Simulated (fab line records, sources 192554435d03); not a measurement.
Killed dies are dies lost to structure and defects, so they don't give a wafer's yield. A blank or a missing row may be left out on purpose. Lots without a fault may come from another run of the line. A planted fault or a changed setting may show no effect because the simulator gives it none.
fab line records | flow n5_finfet
record lots=6 wafers=18 last_day=17
route steps=1938 shown BEOL_M0_SAQP@674
lots that met no fault: from a run of the same line without faults
start_h: hours from the record's first day to the start of the lot's first wafer shown | wait_h: hours since the lot's step before | " the same as in the row above | L1.1+2: a row that stands for several wafers | - no value, or no start given | * or withheld: withheld | < > ~ a bound
route shown NAME@n: a module of which the file shows steps, and the number in the route of the first | usual: mean/standard deviation of fault-free wafers | same: alike in all rows | chamber/n: place in a boat | sites: the reading at each site | _std_site: their standard deviation | _edge_site: outer sites' mean less inner sites' | radius_mm: how far each site lies from the wafer's centre | mask NAME#n: copy n | behind: the tool/chamber that last shaped the wafer | hold: why the lot was held/for how many hours/how that ended | device: the transistor (n, p or np) that didn't switch | end of line: the same wafers' tests at the end of the route | a step without rows: its recipe alone | killed: dies lost to structure and defects at the first sort, not the wafer's yield | map: a wafer's dies, x killed, . not, _ none there
set.NAME: the setting as run; set.NAME@STEP: as run at that earlier step | model.NAME: the simulator's own value behind a step, which no gauge read
lots at some steps of the route; a table a step, a row a wafer
services: from which hour (start_h, from the record's first day; less than 0 if before it) a tool's chamber was out of use, for how many hours, and why
## steps
# step N5_BEOL_M0_SAQP_STRIP_108
# recipe chemistry=N2/H2 power_w=500 temp_c=40 pressure_mtorr=50 rf_frequency_hz=6e+07 overash_fraction=0.3 bias_power_w=28 h2_frac=0.5 n2_flow_sccm=300 h2_flow_sccm=300
# usual drypump_motor_current_A=5.6/0.39 oes_product_au=0.81/0.097 rf_vpp_V=122.4/0.87 showerhead_plenum_p_Torr=3.42/0.072 throttle_valve_pct=18.7/0.36
# columns lot.wafer tool chamber start_h wait_h drypump_motor_current_A oes_product_au rf_hours_counter_h rf_vpp_V showerhead_plenum_p_Torr throttle_valve_pct
L821.1 rie_diel-05 1 114.73 0.0 5.6 0.92 21 123.2 3.43 19.0
L821.2 " 0 " " 5.0 0.73 192 122.4 3.47 18.9
L821.6 " 1 " " 5.6 0.92 - 122.8 3.43 19.0
L828.1 rie_diel-01 2 148.86 0.0 5.8 0.91 28 122.9 3.28 18.8
L828.5 " 1 " " 5.7 0.87 - 122.3 3.56 19.3
L828.6 " 0 " " 5.7 0.69 - 120.6 3.29 18.5
L831.2 rie_diel-05 2 172.09 0.0 5.7 0.93 21 121.8 3.41 18.6
L831.4 " 0 " " 5.0 0.70 - 121.8 3.46 18.9
L831.5 " 1 " " 5.6 0.88 - 122.0 3.42 19.0
L833.2 rie_diel-01 2 190.00 0.0 5.8 0.87 43 122.7 3.27 18.8
L833.5 " 0 " " 5.6 0.68 - 122.1 3.29 18.5
L833.6 " 1 " " 5.7 0.86 - 123.5 3.55 19.4
L838.2 rie_diel-04 0 212.30 0.0 5.4 0.75 183 123.4 3.46 18.5
L838.4 " 0 " " 5.4 0.74 - 122.6 3.46 18.5
L838.6 " 1 " " 5.0 0.74 - 122.9 3.51 18.7
L843.2 rie_diel-01 1 242.84 0.0 5.7 0.83 75 123.4 3.54 19.4
L843.3 " 3 " " 6.1 0.89 - 120.7 3.31 18.7
L843.4 " 1 " " 5.7 0.84 - 122.6 3.54 19.4
# step N5_BEOL_M0_SAQP_RECESS_109
# recipe chemistry=HF/NH3 target=SiO2 target_depth_a=30 afs_cycles=1 temp_c=30 sublimation_temp_c=180 sublimation_time_s=60
# usual drypump_motor_current_A=5.8/0.39
# columns lot.wafer tool chamber start_h wait_h drypump_motor_current_A
L821.1 vapor_etch-01 1 114.79 0.0 5.8
L821.2 " 0 " " 6.3
L821.6 " 1 " " 5.8
L828.1 vapor_etch-01 1 148.92 0.0 5.8
L828.5 " 0 " " 6.3
L828.6 " 1 " " 5.8
L831.2 vapor_etch-01 1 172.15 0.0 5.8
L831.4 " 1 " " 5.8
L831.5 " 1 " " 5.8
L833.2 vapor_etch-02 1 190.06 0.0 5.3
L833.5 " 0 " " 5.5
L833.6 " 1 " " 5.3
L838.2 vapor_etch-02 1 212.36 0.0 5.3
L838.4 " 1 " " 5.3
L838.6 " 0 " " 5.5
L843.2 vapor_etch-01 0 242.92 0.1 6.3
L843.3 " 0 " " 6.3
L843.4 " 1 " " 5.8
# step N5_BEOL_M0_SAQP_SPACER2_ALD_26
# recipe material=SiO2 target_thk_a=150 temp_c=300 ald_precursor_family=BDEAS ald_co_reactant=O2-plasma pulse_time_s=1 purge_time_s=2 co_reactant_purge_time_s=2 pressure_torr=2
# usual heater_power_w=472/58 precursor_pulse_height_rel=0.999/0.018
# same pulse_time_s=1
# columns lot.wafer tool chamber start_h wait_h heater_power_w precursor_pulse_height_rel
L821.1 ald_sin-04 0 114.94 0.1 451 1.002
L821.2 " 3 " " 454 1.008
L821.6 " 0 " " 457 0.970
L828.1 ald_sin-04 0 149.09 0.1 444 1.014
L828.5 " 1 " " 475 0.966
L828.6 " 0 " " 444 0.983
L831.2 ald_sin-01 0 172.37 0.2 369 1.011
L831.4 " 3 " " 427 1.022
L831.5 " 3 " " 437 0.997
L833.2 ald_sin-04 1 191.06 1.0 459 1.020
L833.5 " 3 " " 455 1.009
L833.6 " 2 " " 483 1.005
L838.2 ald_sin-02 3 212.93 0.5 627 0.954
L838.4 " 1 " " 414 0.992
L838.6 " 2 " " 500 0.972
L843.2 ald_sin-02 1 244.62 1.7 418 0.998
L843.3 " 2 " " 504 0.998
L843.4 " 0 " " 498 0.995
# step N5_BEOL_M0_SAQP_SPACER2_ETCHBACK_27
# recipe chemistry=CHF3/O2 mode=anisotropic_etchback target=SiO2 target_depth_a=225 time_s=11.25 pressure_mtorr=30 source_w=650 bias_w=170 Ar_flow_sccm=200 CHF3_flow_sccm=50 O2_flow_sccm=5 ion_energy_ev=200
# usual bias_w=170.0/0.53 drypump_motor_current_A=5.6/0.4 oes_product_au=0.80/0.084 rf_vpp_V=525/12 showerhead_plenum_p_Torr=2.47/0.038 throttle_valve_pct=18.76/0.21
# columns lot.wafer tool chamber start_h wait_h bias_w drypump_motor_current_A oes_product_au rf_hours_counter_h rf_vpp_V showerhead_plenum_p_Torr throttle_valve_pct
L821.1 rie_diel-04 0 115.56 0.4 170.1 5.4 0.76 150 520 2.51 18.90
L821.2 " 1 " " 169.9 5.0 0.78 143 534 2.49 18.57
L821.6 " 3 " " 170.3 6.1 0.83 - 545 2.46 18.56
L828.1 rie_diel-04 0 149.65 0.3 169.7 5.4 0.76 160 520 2.50 18.92
L828.5 " 0 " " 169.7 5.4 0.76 - 520 2.50 18.93
L828.6 " 1 " " 169.0 4.9 0.77 - 535 2.48 18.59
L831.2 rie_diel-01 0 172.92 0.3 170.9 5.6 0.68 239 514 2.38 19.03
L831.4 " 3 " " 169.7 6.2 0.96 3 507 2.39 18.58
L831.5 " 3 " " 169.6 6.2 0.97 - 506 2.39 18.56
L833.2 rie_diel-04 1 191.61 0.3 169.9 5.0 0.75 167 533 2.48 18.61
L833.5 " 3 " " 169.1 6.1 0.81 - 544 2.45 18.61
L833.6 " 0 " " 170.8 5.5 0.74 - 518 2.50 18.96
L838.2 rie_diel-04 1 213.51 0.3 170.1 4.9 0.74 177 534 2.47 18.63
L838.4 " 0 " " 170.2 5.4 0.74 - 518 2.49 18.98
L838.6 " 2 " " 170.8 6.0 0.96 - 515 2.45 18.87
L843.2 rie_diel-04 1 245.17 0.3 169.7 5.0 0.73 188 532 2.47 18.64
L843.3 " 0 " " 170.4 5.4 0.73 194 520 2.49 18.99
L843.4 " 3 " " 169.5 6.1 0.81 131 544 2.44 18.63
# step N5_BEOL_M0_SAQP_MANDREL2_REMOVE_110
# recipe chemistry=HBr/Cl2/O2 bt_time_s=10 target=a-Si stop_on=SiCN endpoint=OES-SiCl over_etch_frac=1 icp_w=600 bias_w=30 HBr_flow_sccm=150 Cl2_flow_sccm=80 O2_flow_sccm=5 pressure_mtorr=10
# usual HBr_flow_sccm=150.0/0.44 bias_w=29.99/0.088 drypump_motor_current_A=5.7/0.31 oes_product_au=1.002/0.02 throttle_valve_pct=36.5/0.45
# columns lot.wafer tool chamber start_h wait_h HBr_flow_sccm bias_w drypump_motor_current_A oes_product_au rf_hours_counter_h throttle_valve_pct
L821.1 rie_si-01 2 115.65 0.1 150.0 30.04 5.7 0.980 12 36.8
L821.2 " 0 " " 150.1 30.02 5.2 1.027 9 36.7
L821.6 " 0 " " 149.8 30.16 5.2 1.034 - 36.7
L828.1 rie_si-05 1 149.73 0.1 150.3 30.11 5.9 0.985 137 36.4
L828.5 " 3 " " 150.4 29.92 5.1 0.995 - 37.3
L828.6 " 2 " " 149.9 29.93 5.5 1.004 - 36.0
L831.2 rie_si-06 1 173.01 0.1 149.9 30.07 6.1 0.988 37 36.8
L831.4 " 2 " " 149.5 30.01 5.8 0.996 77 37.3
L831.5 " 3 " " 150.1 29.86 5.5 1.000 - 36.2
L833.2 rie_si-01 3 191.70 0.1 150.2 30.15 5.9 1.018 181 36.7
L833.5 " 3 " " 150.4 30.00 5.9 1.017 - 36.7
L833.6 " 2 " " 150.0 29.93 5.7 0.960 - 36.8
L838.2 rie_si-06 0 213.60 0.1 149.7 29.94 5.9 1.027 3 36.4
L838.4 " 1 " " 149.8 30.04 6.1 0.970 38 36.8
L838.6 " 1 " " 149.9 30.13 6.1 0.971 - 36.8
L843.2 rie_si-01 3 245.27 0.1 149.4 29.88 5.9 1.010 181 36.7
L843.3 " 1 " " 149.8 29.98 5.9 0.989 175 35.8
L843.4 " 2 " " 151.0 29.94 5.7 0.965 15 36.8
# step N5_BEOL_M0_SAQP_CD_MEAS_29
# recipe target_cd_nm=14.4 landing_energy_ev=1000 detector=se_inlens
# usual cd_nm=15.00/0.22
# columns lot.wafer tool chamber start_h wait_h cd_nm
L821.1 cd_sem-01 0 115.76 0.1 15.06
L821.2 " 0 " " 15.14
L821.6 " 0 " " 14.57
L828.1 cd_sem-03 0 149.84 0.1 14.99
L828.5 " 0 " " 15.08
L828.6 " 0 " " 14.85
L831.2 cd_sem-01 0 173.12 0.1 14.93
L831.4 " 0 " " 14.83
L831.5 " 0 " " 15.05
L833.2 cd_sem-01 0 191.81 0.1 14.85
L833.5 " 0 " " 14.88
L833.6 " 0 " " 15.13
L838.2 cd_sem-03 0 213.71 0.1 14.97
L838.4 " 0 " " 14.86
L838.6 " 0 " " 14.98
L843.2 cd_sem-02 0 245.38 0.1 15.12
L843.3 " 0 " " 14.73
L843.4 " 0 " " 15.21
# step N5_BEOL_M0_SAQP_COAT_69
# recipe resist=SOC temp_c=250 time_s=60 spin_rpm=1500 resist_thk_nm=90
# step N5_BEOL_M0_SAQP_COAT_72
# recipe resist=SiARC temp_c=220 time_s=60 spin_rpm=1500 resist_thk_nm=15
# step N5_BEOL_M0_SAQP_COAT_87
# recipe resist=underlayer temp_c=205 time_s=60 spin_rpm=1500 resist_thk_nm=5
# step N5_BEOL_M0_SAQP_COAT_34
# recipe resist=CAR-EUV spin_rpm=1500 resist_thk_nm=30
# step N5_BEOL_M0_SAQP_EBR_36
# recipe solvent=PGMEA ebr_width_mm=1.5
# step N5_BEOL_M0_SAQP_SOFTBAKE_35
# recipe temp_c=110 time_s=60 resist=CAR-EUV
# step N5_BEOL_M0_SAQP_EXPOSE_37
# recipe mask_id=M0_CUT1 na=0.33 source_shape=annular sigma_inner=0.35 sigma_outer=0.8 polarization=unpolarized target_cd_nm=30 dose_mj=44.75
# usual exposure_dose_mJ_cm2=44.67/0.043 focus_offset_nm=0.0/0.53 stage_msd_nm=0.80/0.041
# columns lot.wafer tool chamber start_h wait_h mask exposure_dose_mJ_cm2 focus_offset_nm stage_msd_nm
L821.1 euv_scanner-02 0 115.93 - M0_CUT1#0 44.63 -0.1 0.85
L821.2 " 0 " " M0_CUT1#0 44.71 0.2 0.84
L821.6 " 0 " " M0_CUT1#0 44.64 -1.1 0.85
L828.1 euv_scanner-02 0 150.14 - M0_CUT1#0 44.70 -0.1 0.85
L828.5 " 0 " " M0_CUT1#0 44.73 0.5 0.84
L828.6 " 0 " " M0_CUT1#0 44.70 0.7 0.84
L831.2 euv_scanner-02 - 173.30 - M0_CUT1#0 - - -
L831.4 " - " " M0_CUT1#0 - - -
L831.5 " - " " M0_CUT1#0 - - -
L833.2 euv_scanner-02 - 192.12 - M0_CUT1#0 - - -
L833.5 " - " " M0_CUT1#0 - - -
L833.6 " - " " M0_CUT1#0 - - -
L838.2 euv_scanner-02 0 213.89 - M0_CUT1#0 44.70 0.4 0.85
L838.4 " 0 " " M0_CUT1#0 44.63 -0.6 0.85
L838.6 " 0 " " M0_CUT1#0 44.63 -0.2 0.85
L843.2 euv_scanner-01 0 245.56 - M0_CUT1#0 44.69 0.9 0.76
L843.3 " 0 " " M0_CUT1#0 44.72 0.5 0.76
L843.4 " 0 " " M0_CUT1#0 44.68 -0.3 0.76
# step N5_BEOL_M0_SAQP_PEB_38
# recipe peb_temp_c=100 peb_time_s=60 resist=CAR-EUV
## services
# columns tool chamber start_h hours kind
rie_diel-01 - 100.88 0.9 repair
rie_si-05 0 104.16 2.8 repair
rie_si-06 - 108.52 0.1 repair
rie_si-06 1 114.25 13.2 repair
ald_sin-04 3 118.43 18.7 repair
rie_diel-04 0 135.51 2.6 repair
rie_diel-04 2 137.67 9.0 repair
euv_scanner-02 - 143.66 1.0 pm
rie_diel-05 3 154.00 3.5 repair
ald_sin-02 3 155.95 8.6 repair
rie_diel-04 - 156.29 1.1 repair
ald_sin-02 3 167.12 5.0 repair
rie_diel-04 1 173.36 6.0 repair
rie_si-06 3 175.58 8.2 repair
euv_scanner-02 - 185.06 0.1 repair
euv_scanner-02 - 199.81 1.0 pm
rie_diel-05 - 200.69 1.2 repair
vapor_etch-01 - 203.34 2.8 pm
rie_diel-04 3 204.29 12.3 repair
rie_diel-01 - 205.20 14.6 pm
ald_sin-02 3 225.72 5.2 repair
rie_diel-05 0 231.27 1.3 repair
euv_scanner-02 - 238.49 4.6 pm
rie_diel-01 2 241.99 4.6 repair
## key
first_sign step=N5_BEOL_M0_SAQP_EXPOSE_37 reading=tool_record direction=missing
effect none on later readings
met_at N5_BEOL_M0_SAQP_EXPOSE_37
struck_wafers L831.2,L831.4,L831.5,L833.2,L833.5,L833.6
later_rows_left_out L831.2,L831.4,L831.5,L833.2,L833.5,L833.6
sort_left_out L831.2,L831.4,L831.5,L833.2,L833.5,L833.6
onset_between 150.14 173.30
fault kind=skipped_step_whole tool=euv_scanner-01,euv_scanner-02 chamber=- onset_h=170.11 steps=N5_BEOL_M0_SAQP_EXPOSE_37 scope=struck_lots_only
# sort_left_out: the simulated sort isn't trusted on such a fault, so these wafers' sort isn't shown, and their yield isn't known
# later_rows_left_out: the simulator's readings of these wafers behind a module that went badly wrong aren't trusted and aren't shown, but for the sort
